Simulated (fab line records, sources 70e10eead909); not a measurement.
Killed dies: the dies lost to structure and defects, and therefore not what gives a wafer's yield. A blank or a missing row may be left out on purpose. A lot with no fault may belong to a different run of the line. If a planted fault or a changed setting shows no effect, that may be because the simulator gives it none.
Chamber matching ; flow nand_harc ; 4 sister chambers for NHARC_A_M0_DESCUM_14 on rie_diel-12
The step chemistry O2, time 3 s. 8 wafers are shown with their chamber, then 9 later ones without.

## WAFERS, EACH WITH ITS CHAMBER
wafer;chamber;showerhead_plenum_p_Torr (Torr);drypump_motor_current_A (A)
L085.4;2;1.92;5.6
L080.4;0;1.83;5.8
L087.1;1;1.78;5.6
L087.4;0;1.83;5.7
L087.5;3;1.85;5.8
L091.1;3;1.85;5.8
L091.3;2;1.91;5.6
L091.4;1;1.78;5.6

## WAFERS MISSING THEIR CHAMBER
wafer;showerhead_plenum_p_Torr (Torr);drypump_motor_current_A (A)
L093.1;1.91;5.7
L093.4;1.85;5.8
L093.6;1.85;5.8
L094.2;1.85;5.8
L094.3;1.83;5.8
L094.4;1.78;5.6
L095.1;1.91;5.7
L095.2;1.83;5.7
L095.4;1.91;5.6

## WHICH CHAMBER EACH ONE RAN IN
wafer;from the rows above;in truth
L093.1;2;2
L093.4;3;3
L093.6;3;3
L094.2;3;3
L094.3;0;0
L094.4;1;1
L095.1;2;2
L095.2;0;0
L095.4;2;2
Correct placement for 9 of the 9. Can't be placed from these rows: 0. Wrongly placed: 0.
How it was worked out, from the rows above alone: a wafer's distance from a chamber is the root of the sum, over the readings, of the square of ((its reading less the chamber's mean) divided by the reading's scatter). If the next closest chamber is less than 2 further off than the closest, the wafer can't be placed; otherwise it belongs to the closest. Each chamber's mean is taken over the wafers shown for it. The scatter: take each reading less its chamber's mean, square it, sum over the shown wafers, divide by the number of wafers less the number of chambers, and take the root.
